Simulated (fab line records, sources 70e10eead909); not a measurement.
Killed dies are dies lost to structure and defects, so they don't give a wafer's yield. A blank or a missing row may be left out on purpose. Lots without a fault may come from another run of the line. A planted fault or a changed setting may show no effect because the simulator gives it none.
One fault seen from 3 desks | flow nand_harc | each desk has only its own numbers; what lay behind them comes last

THE TOOL OWNER'S DESK: har_etch-01
The tool's own readings at NHARC_A_CHANNEL_HOLE_D1_ETCH_20 (etches the open film in C4F8/O2/Ar, time 361.9 s, target depth 1600 nm): means of the sampled wafers that have a number, for each lot that ran on this tool. A lot is out of limits, marked OUT, if its mean lies more than 4 standard deviations from the usual mean; the brackets give that distance.
Columns: A = drypump_motor_current_A at NHARC_A_CHANNEL_HOLE_D1_ETCH_20, usual 5.7 A; B = esc_clamp_current_uA at NHARC_A_CHANNEL_HOLE_D1_ETCH_20, usual 0.0209; C = showerhead_plenum_p_Torr at NHARC_A_CHANNEL_HOLE_D1_ETCH_20, usual 3.67 Torr; D = throttle_valve_pct at NHARC_A_CHANNEL_HOLE_D1_ETCH_20, usual 32.155 %
lot  | first seen here | A   | B      | C    | D
L665 | day 8 04:40     | 5.3 | 0.0205 | 3.76 | 32.150
L666 | day 8 21:26     | 5.6 | 0.0208 | 3.79 | 32.157
L671 | day 9 22:11     | 5.3 | 0.0206 | 3.75 | 32.165
L677 | day 11 11:35    | 5.1 | 0.0203 | 3.70 | 32.155
L683 | day 12 19:30    | 5.6 | 0.0208 | 3.76 | 32.148
L685 | day 13 07:52    | 5.3 | 0.0206 | 3.73 | 32.146
This desk's finding: nothing out of limits on any of the 6 lots.

THE METROLOGY DESK
What the gauges read, lot by lot, whatever tool the lot ran on: means of the sampled wafers that have a number. A lot is out of limits, marked OUT, if its mean lies more than 4 standard deviations from the usual mean; the brackets give that distance.
Columns: A = overlay_x_nm at NHARC_A_CHANNEL_HOLE_D1_OVL_MEAS_11, usual 0.1 nm; B = overlay_y_nm at NHARC_A_CHANNEL_HOLE_D1_OVL_MEAS_11, usual 0.0 nm
lot  | first seen here | A    | B
L665 | day 8 03:15     | -0.8 | 0.1
L666 | day 8 19:57     | 0.7  | -0.5
L669 | day 9 01:46     | 0.5  | 1.1
L668 | day 9 02:26     | -0.3 | 1.1
L671 | day 9 20:41     | 1.1  | 0.1
L677 | day 11 10:08    | 0.9  | -1.1
L678 | day 12 01:07    | -0.5 | 1.2
L682 | day 12 16:54    | 1.6  | -1.1
L683 | day 12 18:03    | 0.1  | 0.3
L684 | day 12 18:33    | 0.4  | 0.9
L685 | day 13 06:25    | 0.3  | -0.2
This desk's finding: nothing out of limits on any of the 11 lots.

THE DEFECT DESK
What the inspections along the route counted, lot by lot: means of the sampled wafers that have a number. A lot is out of limits, marked OUT, if its mean lies more than 4 standard deviations from the usual mean; the brackets give that distance.
Columns: A = raw_defect_count at NHARC_A_CHANNEL_HOLE_D1_INSPECT_40, usual 63
lot  | first seen here | A
L665 | day 8 10:15     | 52
L666 | day 9 02:55     | 64
L669 | day 9 08:46     | 59
L668 | day 9 12:53     | 52
L671 | day 10 03:41    | 72
L677 | day 11 17:16    | 81
L678 | day 12 08:17    | 60
L682 | day 13 00:03    | 63
L683 | day 13 01:02    | 1165 (+58) OUT
L684 | day 13 04:05    | 65
L685 | day 13 13:23    | 1163 (+58) OUT
This desk's finding: out of limits on L683, L685; first on L683, day 13 01:02 (raw_defect_count at NHARC_A_CHANNEL_HOLE_D1_INSPECT_40). In limits: L665, L666, L669, L668, L671, L677, L678, L682, L684.

PUT TOGETHER
The defect desk could have raised an alarm at day 13 01:02, on L683, L685.
The tool owner's desk saw nothing out of limits.
The metrology desk saw nothing out of limits.
The tool owner's desk has L683, L685 on record, within its limits.
The metrology desk has L683, L685 on record, within its limits.
Of the lots named, all ran NHARC_A_CHANNEL_HOLE_D1_ETCH_20 on har_etch-01.

WHAT THE SIMULATOR HAD PUT IN
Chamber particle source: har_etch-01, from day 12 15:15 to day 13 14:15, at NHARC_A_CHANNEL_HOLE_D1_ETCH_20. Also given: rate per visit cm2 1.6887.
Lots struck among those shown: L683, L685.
Hours from the fault's start to each desk's first reading out of limits: the defect desk, 10.
